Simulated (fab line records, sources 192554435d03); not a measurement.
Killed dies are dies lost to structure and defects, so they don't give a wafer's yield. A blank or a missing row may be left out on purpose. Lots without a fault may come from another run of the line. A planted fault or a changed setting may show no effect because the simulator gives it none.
Split-lot experiment | flow n5_finfet | 7 lots, 39 wafers read, on a route of 1938 steps

THE SPLIT
At N5_WELL_APT_EXPOSE_22 (exposes mask PWELL, defocus 0 nm, target cd 200 nm), the setting dose_mj was moved away from the recipe's 23.2 on 18 of the 39 wafers read, by -7.9% to +5.4%. The other wafers ran this setting at the recipe's value.

FROM THE SPLIT TO THE READING: what the file shows between them, 3 steps
- N5_WELL_APT_PEB_23: peb time 90 s
- N5_WELL_APT_DEVELOP_24: develop time 45 s
- N5_WELL_APT_HARDBAKE_29: time 120 s

THE READING
cd_nm, in nm, at N5_WELL_APT_CD_MEAS_25 (target cd 200 nm). Fault-free wafers of this fab line usually give 198.8 nm, standard deviation 1.9 nm.

wafer  | tool, chamber at the split | dose_mj as run | against the recipe | cd_nm, nm | against lot-mates on the recipe
L077.3 | krf_scanner-02, 0          | 23.2           | recipe             | 198.8     | -
L077.4 | krf_scanner-02, 0          | 23.2           | recipe             | 199.9     | -
L077.5 | krf_scanner-02, 0          | 23.2           | recipe             | 200.9     | -
L082.1 | krf_scanner-02, 0          | 24.06          | +3.7%              | 204.4     | +5.2
L082.2 | krf_scanner-02, 0          | 23.2           | recipe             | 199.1     | -
L082.3 | krf_scanner-02, 0          | 24.06          | +3.7%              | 203.0     | +3.8
L082.4 | krf_scanner-02, 0          | 24.06          | +3.7%              | 207.9     | +8.7
L082.5 | krf_scanner-02, 0          | 23.2           | recipe             | 200.1     | -
L082.6 | krf_scanner-02, 0          | 23.2           | recipe             | 198.4     | -
L083.1 | krf_scanner-02, 0          | 23.2           | recipe             | 197.4     | -
L083.2 | krf_scanner-02, 0          | 23.2           | recipe             | 197.5     | -
L083.3 | krf_scanner-02, 0          | 23.2           | recipe             | 200.9     | -
L083.4 | krf_scanner-02, 0          | 22.23          | -4.2%              | 190.4     | -8.2
L083.5 | krf_scanner-02, 0          | 22.23          | -4.2%              | 191.5     | -7.1
L083.6 | krf_scanner-02, 0          | 22.23          | -4.2%              | 191.8     | -6.8
L085.1 | krf_scanner-02, 0          | 23.2           | recipe             | 198.0     | -
L085.2 | krf_scanner-02, 0          | 23.2           | recipe             | 200.4     | -
L085.3 | krf_scanner-02, 0          | 24.46          | +5.4%              | 210.6     | +11.4
L085.4 | krf_scanner-02, 0          | 23.2           | recipe             | 199.3     | -
L085.5 | krf_scanner-02, 0          | 24.46          | +5.4%              | 210.4     | +11.2
L085.6 | krf_scanner-02, 0          | 24.46          | +5.4%              | 209.2     | +10.0
L086.1 | krf_scanner-02, 0          | 23.2           | recipe             | 200.0     | -
L086.2 | krf_scanner-02, 0          | 23.2           | recipe             | 201.8     | -
L086.3 | krf_scanner-02, 0          | 24.28          | +4.7%              | 207.2     | +7.0
L086.4 | krf_scanner-02, 0          | 24.28          | +4.7%              | 209.0     | +8.8
L086.5 | krf_scanner-02, 0          | 24.28          | +4.7%              | 206.5     | +6.3
L086.6 | krf_scanner-02, 0          | 23.2           | recipe             | 198.7     | -
L094.1 | krf_scanner-02, 0          | 23.2           | recipe             | 195.8     | -
L094.2 | krf_scanner-02, 0          | 23.2           | recipe             | 196.7     | -
L094.3 | krf_scanner-02, 0          | 21.36          | -7.9%              | 181.0     | -16.6
L094.4 | krf_scanner-02, 0          | 21.36          | -7.9%              | 179.6     | -18.0
L094.5 | krf_scanner-02, 0          | 21.36          | -7.9%              | 182.2     | -15.4
L094.6 | krf_scanner-02, 0          | 23.2           | recipe             | 200.3     | -
L095.1 | krf_scanner-02, 0          | 21.43          | -7.6%              | 183.4     | -16.4
L095.2 | krf_scanner-02, 0          | 21.43          | -7.6%              | 183.4     | -16.4
L095.3 | krf_scanner-02, 0          | 21.43          | -7.6%              | 181.9     | -17.9
L095.4 | krf_scanner-02, 0          | 23.2           | recipe             | 199.2     | -
L095.5 | krf_scanner-02, 0          | 23.2           | recipe             | 200.2     | -
L095.6 | krf_scanner-02, 0          | 23.2           | recipe             | 200.0     | -

THE FIT
A straight line over all 39 wafers: cd_nm changes by +2.06 nm for each +1% of dose_mj; r = +0.98; the points scatter about the line by 1.6 nm.
The same after taking each lot's own level away (the mean of its wafers on the recipe; 39 wafers): +1.99 nm for each +1%; r = +0.98; scatter 1.5 nm.
On that fit, the largest move of dose_mj shifts the reading by 16 nm.
The lots' own levels span 197.60 to 200.17 nm, that is 1.4 times the standard deviation above.
So the lot-to-lot level changes the slope little: the two slopes agree.
Check: with one of the wafers moved furthest among these (-7.9%) left out of the fit, the line predicts -16.1 nm for it against its lot-mates. It came out at -16.6 nm against them.

OTHER SPLITS ON THESE WAFERS
These wafers also went through other splits before the reading. Each is held against what the fit with the lots' levels taken away leaves over:
other split on the same wafers    | wafers away from the commonest value | r with cd_nm (lot level and that fit taken away)
N5_WELL_APT_IMPLANT_15 energy_kev | 9                                    | -0.15

THE WHOLE CHAIN: every reading that the file lists as answering this split, in the file's order
step                   | what it does             | reading                                                         | change (the file's fit)              | r (the file's)
N5_WELL_APT_CD_MEAS_25 | target cd 200 nm         | cd_nm                                                           | +2 nm for each +1% of the setting    | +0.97
N5_WELL_APT_DESCUM_30  | chemistry O2, time 7.9 s | WELL_APT.cd_nm (the simulator's own value, which no gauge read) | +1.99 nm for each +1% of the setting | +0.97

THE FILE'S OWN FIT
cd_nm changes by +2 nm for each +1% of dose_mj, r = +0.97.
